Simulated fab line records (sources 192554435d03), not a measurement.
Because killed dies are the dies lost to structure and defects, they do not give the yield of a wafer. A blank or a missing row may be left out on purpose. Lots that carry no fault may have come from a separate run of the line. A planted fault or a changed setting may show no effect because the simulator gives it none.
Matching of chambers || flow n5-finfet || N5_BEOL_M6_CMP_52 on cmp-04: 4 sister chambers
The step polishes, stops on SiCOH lowk, t overpolish 6.9 s, target thk 80 nm. 8 wafers are shown with their chamber, then 8 later ones without.

## WAFERS, EACH WITH ITS CHAMBER
{"wafer": "L085.5", "chamber": 3, "motor-current-A (A)": 6.9, "barrier-field-endpoint-s (s)": 28.4}
{"wafer": "L086.1", "chamber": 3, "motor-current-A (A)": 6.5, "barrier-field-endpoint-s (s)": 29.3}
{"wafer": "L092.4", "chamber": 1, "motor-current-A (A)": 6.8, "barrier-field-endpoint-s (s)": 29.5}
{"wafer": "L092.5", "chamber": 2, "motor-current-A (A)": 7.1, "barrier-field-endpoint-s (s)": 28.5}
{"wafer": "L094.1", "chamber": 0, "motor-current-A (A)": 5.1, "barrier-field-endpoint-s (s)": 28.9}
{"wafer": "L094.3", "chamber": 1, "motor-current-A (A)": 7.2, "barrier-field-endpoint-s (s)": 30.1}
{"wafer": "L094.4", "chamber": 2, "motor-current-A (A)": 7.0, "barrier-field-endpoint-s (s)": 30.5}
{"wafer": "L095.2", "chamber": 0, "motor-current-A (A)": 5.4, "barrier-field-endpoint-s (s)": 29.4}

## WAFERS WITH NO CHAMBER GIVEN
{"wafer": "L095.4", "motor-current-A (A)": 6.9, "barrier-field-endpoint-s (s)": 29.7}
{"wafer": "L095.5", "motor-current-A (A)": 5.1, "barrier-field-endpoint-s (s)": 29.3}
{"wafer": "L096.1", "motor-current-A (A)": 5.3, "barrier-field-endpoint-s (s)": 27.9}
{"wafer": "L096.3", "motor-current-A (A)": 6.7, "barrier-field-endpoint-s (s)": 29.5}
{"wafer": "L096.6", "motor-current-A (A)": 6.7, "barrier-field-endpoint-s (s)": 30.1}
{"wafer": "L097.3", "motor-current-A (A)": 5.6, "barrier-field-endpoint-s (s)": 28.8}
{"wafer": "L097.4", "motor-current-A (A)": 7.2, "barrier-field-endpoint-s (s)": 29.4}
{"wafer": "L097.6", "motor-current-A (A)": 7.1, "barrier-field-endpoint-s (s)": 29.6}

## WHICH CHAMBER EACH ONE RAN IN
{"wafer": "L095.4", "from the rows above": "can't be placed: 1 or 2 or 3", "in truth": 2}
{"wafer": "L095.5", "from the rows above": 0, "in truth": 0}
{"wafer": "L096.1", "from the rows above": 0, "in truth": 0}
{"wafer": "L096.3", "from the rows above": "can't be placed: 3 or 1 or 2", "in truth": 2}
{"wafer": "L096.6", "from the rows above": "can't be placed: 1 or 3 or 2", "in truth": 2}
{"wafer": "L097.3", "from the rows above": 0, "in truth": 0}
{"wafer": "L097.4", "from the rows above": "can't be placed: 2 or 1 or 3", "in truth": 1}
{"wafer": "L097.6", "from the rows above": "can't be placed: 2 or 1 or 3", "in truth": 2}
Correctly placed: 3 of 8. From these rows, 5 cannot be placed; in 5 the true chamber is one of the candidates. Placed wrongly: 0.
How it was worked out, from the rows above alone: a wafer's distance from a chamber is the root of the sum, over the readings, of the square of ((its reading less the chamber's mean) divided by the reading's scatter). The wafer belongs to the nearest chamber; if the next one is less than 2 further off, it can't be placed. For every chamber, the mean is computed from those of its wafers that are shown. The scatter: the root of (the sum of the squares of (reading less its chamber's mean) over the shown wafers, divided by (wafers less chambers)).
